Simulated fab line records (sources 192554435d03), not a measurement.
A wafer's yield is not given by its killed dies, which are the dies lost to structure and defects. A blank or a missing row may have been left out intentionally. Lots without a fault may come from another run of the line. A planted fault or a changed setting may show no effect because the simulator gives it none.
A single fault, viewed from 3 desks + flow n5-finfet + each desk has only its own numbers; what lay behind them comes last

THE DEFECT DESK
Per lot, the means of the sampled wafers with a number show what the inspections along the route counted. Marked OUT: a lot whose mean sits more than 4 standard deviations from the usual mean, which makes it out of limits; the brackets give that distance.
Columns: A = raw-defect-count at N5_BEOL_M4_INSPECT_13, usual 422
| lot  | first seen here | A   |
|------|-----------------|-----|
| L782 | day 8 00:02     | 512 |
| L787 | day 10 08:56    | 460 |
| L790 | day 10 09:50    | 417 |
| L794 | day 11 12:44    | 540 |
| L795 | day 11 20:01    | 290 |
This desk's finding: nothing out of limits on any of the 5 lots.

AT THE METROLOGY DESK
What the gauges read for every lot (on any tool): the sampled wafers with a number, averaged. Marked OUT: a lot whose mean sits more than 4 standard deviations from the usual mean, which makes it out of limits; the brackets give that distance. Shown here are 7 of its 12 readings, the ones lying furthest out on some lot.
Columns: A = cd-nm at N5_BEOL_M4_CD_MEAS_11, usual 16.83 nm; B = IOFF_N at N5_BEOL_M4_RC_MEAS_101, usual 0.164 nA/um; C = ION_P at N5_BEOL_M4_RC_MEAS_101, usual 461 uA/um; D = SS_N at N5_BEOL_M4_RC_MEAS_101, usual 71.6 mV/dec; E = SS_P at N5_BEOL_M4_RC_MEAS_101, usual 73.3 mV/dec; F = VT_N at N5_BEOL_M4_RC_MEAS_101, usual 249.4 mV; G = VT_P at N5_BEOL_M4_RC_MEAS_101, usual -250.0 mV
| lot  | first seen here | A     | B     | C   | D    | E    | F     | G      |
|------|-----------------|-------|-------|-----|------|------|-------|--------|
| L782 | day 7 23:57     | 16.73 | 0.165 | 453 | 71.6 | 73.3 | 249.5 | -253.5 |
| L787 | day 10 08:50    | 16.72 | 0.161 | 460 | 71.1 | 72.9 | 248.5 | -251.0 |
| L790 | day 10 09:44    | 17.07 | 0.170 | 462 | 72.1 | 73.9 | 250.3 | -248.8 |
| L794 | day 11 12:39    | 16.67 | 0.146 | 463 | 71.2 | 73.2 | 252.5 | -247.6 |
| L795 | day 11 19:56    | 16.65 | 0.158 | 468 | 71.6 | 73.6 | 249.1 | -248.4 |
This desk's finding: nothing out of limits on any of the 5 lots.

AT THE TOOL OWNER'S DESK: rie-diel-04
The tool's own readings at N5_BEOL_M4_DESCUM_16 (chemistry O2, time 7 s): means of the sampled wafers that have a number, for each lot that ran on this tool. Marked OUT: a lot whose mean sits more than 4 standard deviations from the usual mean, which makes it out of limits; the brackets give that distance.
Columns: A = drypump-motor-current-A at N5_BEOL_M4_DESCUM_16, usual 5.8 A; B = oes-product-au at N5_BEOL_M4_DESCUM_16, usual 0.79 a.u.; C = rf-vpp-V at N5_BEOL_M4_DESCUM_16, usual 243.4 V; D = showerhead-plenum-p-Torr at N5_BEOL_M4_DESCUM_16, usual 2.10 Torr; E = throttle-valve-pct at N5_BEOL_M4_DESCUM_16, usual 20.46 %
| lot  | first seen here | A   | B    | C     | D    | E     |
|------|-----------------|-----|------|-------|------|-------|
| L782 | day 8 00:05     | 5.6 | 0.73 | 243.5 | 2.10 | 20.61 |
| L787 | day 10 08:59    | 5.3 | 0.73 | 243.8 | 2.10 | 20.67 |
| L790 | day 10 09:52    | 5.5 | 0.78 | 243.2 | 2.06 | 20.44 |
| L795 | day 11 20:04    | 5.6 | 0.78 | 242.3 | 2.09 | 20.52 |
This desk's finding: nothing out of limits on any of the 4 lots.

BROUGHT TOGETHER
No out-of-limits result turned up at the defect desk.
At the metrology desk, nothing out of limits was observed.
The tool owner's desk saw nothing out of limits.

WHAT THE SIMULATOR HAD INSERTED
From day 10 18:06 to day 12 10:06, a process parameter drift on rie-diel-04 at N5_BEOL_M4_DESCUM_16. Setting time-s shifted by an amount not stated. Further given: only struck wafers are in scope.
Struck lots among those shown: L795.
